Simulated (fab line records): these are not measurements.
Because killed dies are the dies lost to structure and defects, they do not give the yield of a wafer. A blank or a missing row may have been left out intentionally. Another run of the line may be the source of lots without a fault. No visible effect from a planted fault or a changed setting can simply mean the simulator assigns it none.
Which of the tools did it? || flow n5_finfet || Sampling: 10 lots, 30 wafers, 5 of 1938 route steps

## WHAT THE GAUGES READ, wafer by wafer
N5_BEOL_M4_RC_MEAS_101.
{"lot": "L509", "measured": "day 7 20:59", "on": "prober-02", "DIBL_N (mV/V)": "35.8 38.3 36.7"}
{"lot": "L510", "measured": "day 8 03:10", "on": "prober-01", "DIBL_N (mV/V)": "38.3 36.7 36.8"}
{"lot": "L514", "measured": "day 9 09:45", "on": "prober-02", "DIBL_N (mV/V)": "35.2 37.9 36.1"}
{"lot": "L520", "measured": "day 10 15:59", "on": "prober-02", "DIBL_N (mV/V)": "35.2 36.1 38.4"}
{"lot": "L521", "measured": "day 11 08:19", "on": "prober-02", "DIBL_N (mV/V)": "35.3 36.1 35.1"}
{"lot": "L522", "measured": "day 11 06:36", "on": "prober-01", "DIBL_N (mV/V)": "34.8 35.3 36.8"}
{"lot": "L523", "measured": "day 11 18:43", "on": "prober-02", "DIBL_N (mV/V)": "34.4 35.7 35.8"}
{"lot": "L525", "measured": "day 11 22:12", "on": "prober-02", "DIBL_N (mV/V)": "35.7 33.7 35.3"}
{"lot": "L527", "measured": "day 12 19:00", "on": "prober-01", "DIBL_N (mV/V)": "37.9 38.4 39.1"}
{"lot": "L531", "measured": "day 13 22:22", "on": "prober-02", "DIBL_N (mV/V)": "35.7 33.3 35.0"}

## WHAT TOOL EACH LOT RAN ON (gives the tool, then ch and the chambers of the sampled wafers, and finally the start)
{"lot": "L509", "N5_BEOL_M1_SPUTTER_48": "pvd_sputter-02, day 6 09:13", "N5_BEOL_M1_ANNEAL_80": "pvd_sputter-02, day 6 09:31", "N5_BEOL_M1_SPUTTER_88": "pvd_sputter-02, day 6 10:05", "N5_BEOL_M1_ANNEAL_91": "pvd_sputter-02, day 6 10:23"}
{"lot": "L510", "N5_BEOL_M1_SPUTTER_48": "pvd_sputter-03, day 6 13:07", "N5_BEOL_M1_ANNEAL_80": "pvd_sputter-03, day 6 13:25", "N5_BEOL_M1_SPUTTER_88": "pvd_sputter-03, day 6 13:59", "N5_BEOL_M1_ANNEAL_91": "pvd_sputter-03, day 6 14:17"}
{"lot": "L514", "N5_BEOL_M1_SPUTTER_48": "pvd_sputter-02, day 7 18:24", "N5_BEOL_M1_ANNEAL_80": "pvd_sputter-02, day 7 18:42", "N5_BEOL_M1_SPUTTER_88": "pvd_sputter-02, day 7 19:17", "N5_BEOL_M1_ANNEAL_91": "pvd_sputter-02, day 7 19:35"}
{"lot": "L520", "N5_BEOL_M1_SPUTTER_48": "pvd_sputter-02, day 9 06:09", "N5_BEOL_M1_ANNEAL_80": "pvd_sputter-02, day 9 06:27", "N5_BEOL_M1_SPUTTER_88": "pvd_sputter-02, day 9 07:02", "N5_BEOL_M1_ANNEAL_91": "pvd_sputter-02, day 9 07:20"}
{"lot": "L521", "N5_BEOL_M1_SPUTTER_48": "pvd_sputter-01, day 9 13:02", "N5_BEOL_M1_ANNEAL_80": "pvd_sputter-01, day 9 13:20", "N5_BEOL_M1_SPUTTER_88": "pvd_sputter-01, day 9 13:55", "N5_BEOL_M1_ANNEAL_91": "pvd_sputter-01, day 9 14:13"}
{"lot": "L522", "N5_BEOL_M1_SPUTTER_48": "pvd_sputter-02, day 9 16:22", "N5_BEOL_M1_ANNEAL_80": "pvd_sputter-02, day 9 16:40", "N5_BEOL_M1_SPUTTER_88": "pvd_sputter-02, day 9 17:15", "N5_BEOL_M1_ANNEAL_91": "pvd_sputter-02, day 9 17:33"}
{"lot": "L523", "N5_BEOL_M1_SPUTTER_48": "pvd_sputter-03, day 9 21:56", "N5_BEOL_M1_ANNEAL_80": "pvd_sputter-03, day 9 22:14", "N5_BEOL_M1_SPUTTER_88": "pvd_sputter-03, day 9 22:49", "N5_BEOL_M1_ANNEAL_91": "pvd_sputter-03, day 9 23:07"}
{"lot": "L525", "N5_BEOL_M1_SPUTTER_48": "pvd_sputter-02, day 10 14:20", "N5_BEOL_M1_ANNEAL_80": "pvd_sputter-02, day 10 14:38", "N5_BEOL_M1_SPUTTER_88": "pvd_sputter-02, day 10 15:13", "N5_BEOL_M1_ANNEAL_91": "pvd_sputter-02, day 10 15:31"}
{"lot": "L527", "N5_BEOL_M1_SPUTTER_48": "pvd_sputter-02, day 10 22:43", "N5_BEOL_M1_ANNEAL_80": "pvd_sputter-02, day 10 23:01", "N5_BEOL_M1_SPUTTER_88": "pvd_sputter-02, day 10 23:35", "N5_BEOL_M1_ANNEAL_91": "pvd_sputter-02, day 10 23:53"}
{"lot": "L531", "N5_BEOL_M1_SPUTTER_48": "pvd_sputter-01, day 12 02:04", "N5_BEOL_M1_ANNEAL_80": "pvd_sputter-01, day 12 02:22", "N5_BEOL_M1_SPUTTER_88": "pvd_sputter-01, day 12 02:56", "N5_BEOL_M1_ANNEAL_91": "pvd_sputter-01, day 12 03:14"}
- N5_BEOL_M1_SPUTTER_48: material Cu, target thk 4.5 nm, time 8.29 s.
- N5_BEOL_M1_ANNEAL_80: time 240 s.
- N5_BEOL_M1_SPUTTER_88: material Cu, target thk 4.5 nm, time 8.29 s.
- N5_BEOL_M1_ANNEAL_91: time 240 s.

## THE ANSWER, worked out from the rows above alone
Rule: the usual values come from the lots themselves. Put in order of their means at a reading, lots are off if they are a third of the lots or fewer, leave a main group of 4 or more, and stand apart from it by a gap of 3 or more times the standard deviation of the main group's means; of several such gaps the widest counts. Not used: any main group whose means are identical at the precision the tables above print for the reading. Also off: a lot with no number at a reading for which 4 or more lots have one. The other lots that the step has rows for count as sound.
Nothing can be told from this: no lot is off at any reading shown.

## WHAT THE SIMULATOR PUT IN
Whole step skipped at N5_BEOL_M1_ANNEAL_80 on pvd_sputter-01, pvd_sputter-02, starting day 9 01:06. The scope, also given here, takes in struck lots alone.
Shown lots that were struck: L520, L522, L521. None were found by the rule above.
